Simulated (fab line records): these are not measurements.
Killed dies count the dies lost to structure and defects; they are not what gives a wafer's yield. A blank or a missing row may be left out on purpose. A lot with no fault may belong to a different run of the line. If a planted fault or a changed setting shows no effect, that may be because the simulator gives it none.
A struck lot beside a sound one -- flow nand_harc -- 14 steps out of a route of 1302
Sound: these wafers, L470.1, L470.4, L470.6. Struck: wafer L481.3. (L481.5, L481.6 of the same lot were not struck and are left out.) The cause comes at the end.
At each step with rows: each side's tool, then ch and its chambers, then its first start. Under that, the readings that differ: sound wafers -- struck wafers -- difference of the means -- sigmas: that difference in standard deviations of wafers without a fault.
alike: readings whose means differ by less than 2 such deviations, and words and numbers that are the same on both sides. not compared: withheld readings, readings that some wafer has no value for, bounds like >300 that may hide the same value, and numbers for which the record gives no deviation and whose values overlap.
The two part at a step that has a row with sigmas, a row that says differs or no value, or rows on one side only. When numbers do not overlap yet have no deviation, they are printed without sigmas and do not part them. Lack of a reading on every wafer of one side parts them only where that side has two or more wafers.

first, 8 steps without rows for these wafers: NHARC_P_M0_HMDS_02 (time 30 s); NHARC_P_M0_COAT_33 (time 65 s); NHARC_P_M0_COAT_03 (resist thk 90 nm); NHARC_P_M0_SOFTBAKE_04 (time 55 s); NHARC_P_M0_EBR_05; NHARC_P_M0_EXPOSE_06 (exposes mask P M0, target cd 90 nm); NHARC_P_M0_PEB_07 (peb time 65 s); NHARC_P_M0_DEVELOP_08 (develop time 35 s).
NHARC_P_M0_CD_MEAS_09 targets a cd of 90 nm.
  sound on cd_sem-01 ch 0, day 7 05:17; struck on cd_sem-01 ch 0, day 11 08:38
  alike: cd_nm
NHARC_P_M0_OVL_MEAS_10: pitch 180 nm.
  sound on overlay-02 at day 7 05:22; struck on overlay-02 at day 11 08:43
  alike: overlay_x_nm, overlay_y_nm
NHARC_P_M0_INSPECT_11:
  sound on defect_inspect-01 at day 7 05:25; struck on defect_inspect-02 at day 11 08:45
  alike: raw_defect_count
NHARC_P_M0_DESCUM_14: chemistry O2, time 3 s.
  sound on rie_diel-13 ch 1,2, day 7 05:29; struck on rie_diel-13 ch 2, day 11 08:49
  alike: drypump_motor_current_A, oes_product_au, rf_vpp_V, showerhead_plenum_p_Torr, throttle_valve_pct
  not compared: rf_hours_counter_h
NHARC_P_M0_ETCH_34: etches the open film in N2/H2, target depth 40 nm, overetch 12 nm, time 43.94 s.
  sound on rie_diel-13 ch 1,2,3, day 7 05:34; struck on rie_diel-13 ch 3, day 11 08:55
reading,sound,struck,difference,sigmas
oes_product_au (a.u.),1.008 1.013 1.003,0.862,-0.146,-17
  alike: drypump_motor_current_A, h2_flow_sccm, rf_vpp_V, showerhead_plenum_p_Torr, throttle_valve_pct
  not compared: rf_hours_counter_h
NHARC_P_M0_ETCH_15: etches the open film in C4F8/Ar, target depth 150 nm, overetch 15 nm, time 82.5 s.
  sound on rie_diel-13 ch 0,2; struck on rie_diel-13 ch 3
reading,sound,struck,difference,sigmas
oes_product_au (a.u.),0.963 0.966 0.970,0.919,-0.047,-2
  alike: rf_vpp_V
  not compared: rf_hours_counter_h

## WHERE THEY PART
Last at NHARC_P_M0_ETCH_15 as far as this record goes, first at NHARC_P_M0_ETCH_34.

WHY: whatever the simulator had introduced
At NHARC_P_M0_ETCH_34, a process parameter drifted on rie_diel-13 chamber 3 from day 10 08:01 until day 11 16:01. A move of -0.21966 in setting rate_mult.
